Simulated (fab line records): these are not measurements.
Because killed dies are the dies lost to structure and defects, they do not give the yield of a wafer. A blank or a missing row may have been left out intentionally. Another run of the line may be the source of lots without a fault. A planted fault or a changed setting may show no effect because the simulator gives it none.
Chamber matching	flow n5Finfet	4 sister chambers for N5_HKMG_FIN_ETCH_67 on rieDiel-05
The step etches SOC in N2/H2, stops on TiN, target depth 388.9 nm. 24 wafers are shown with their chamber, then 12 later ones without.

## EACH WAFER AND ITS CHAMBER
wafer	chamber	showerheadPlenumPTorr (Torr)	drypumpMotorCurrentA (A)	throttleValvePct (%)
L074.1	3	2.49	5.5	17.75
L074.4	3	2.49	5.5	17.73
L074.6	2	2.66	5.7	17.93
L080.2	3	2.49	5.6	17.73
L080.4	1	2.49	6.2	17.91
L080.5	0	2.59	5.4	17.61
L085.1	0	2.58	5.4	17.65
L085.4	1	2.48	6.2	17.52
L085.6	2	2.65	5.7	17.96
L086.2	0	2.58	5.3	17.66
L086.4	1	2.48	6.1	17.51
L086.5	2	2.64	5.6	17.95
L087.1	0	2.58	5.4	17.66
L087.2	2	2.64	5.6	17.95
L087.5	0	2.58	5.4	17.65
L088.2	2	2.64	5.6	17.99
L088.3	0	2.58	5.4	17.66
L088.6	2	2.64	5.6	17.98
L089.1	2	2.64	5.6	17.98
L089.2	1	2.48	6.1	17.52
L089.3	3	2.48	5.5	17.29
L089.4	0	2.58	5.4	17.67
L089.5	2	2.64	5.6	17.97
L089.6	1	2.48	6.2	17.51

SIGNATURES (averages over the wafers above)
reading	chamber 0	chamber 1	chamber 2	chamber 3	scatter within a chamber
showerheadPlenumPTorr	2.5814	2.4820	2.6438	2.4875	0.0056
drypumpMotorCurrentA	5.386	6.160	5.625	5.525	0.0464
throttleValvePct	17.6514	17.5940	17.9638	17.6250	0.118
Rule: distance of a wafer from a chamber = root of the sum over the readings of ((wafer's reading minus chamber's mean) / reading's scatter) squared. If the next closest chamber is less than 2 further off than the closest, the wafer can't be placed; otherwise it belongs to the closest. How the scatter is found: for the shown wafers, subtract from each reading the mean of its chamber, square and add these, divide the total by (wafers less chambers), then take the root.

## WAFERS MISSING THEIR CHAMBER
wafer	showerheadPlenumPTorr (Torr)	drypumpMotorCurrentA (A)	throttleValvePct (%)
L090.2	2.58	5.4	17.65
L090.4	2.48	5.5	17.30
L090.6	2.64	5.6	17.96
L091.2	2.48	5.5	17.29
L091.5	2.64	5.6	17.97
L091.6	2.48	5.5	17.31
L092.1	2.48	6.2	17.51
L092.2	2.48	5.6	17.31
L092.3	2.64	5.6	17.97
L092.4	2.58	5.4	17.66
L092.5	2.48	6.2	17.53
L092.6	2.64	5.7	17.97

## WHICH CHAMBER EACH ONE RAN IN
wafer	from the rows above	in truth
L090.2	0	0
L090.4	3	3
L090.6	2	2
L091.2	3	3
L091.5	2	2
L091.6	3	3
L092.1	1	1
L092.2	3	3
L092.3	2	2
L092.4	0	0
L092.5	1	1
L092.6	2	2
12 of 12 placed correctly. From these rows, 0 cannot be placed. Number placed wrongly: 0.
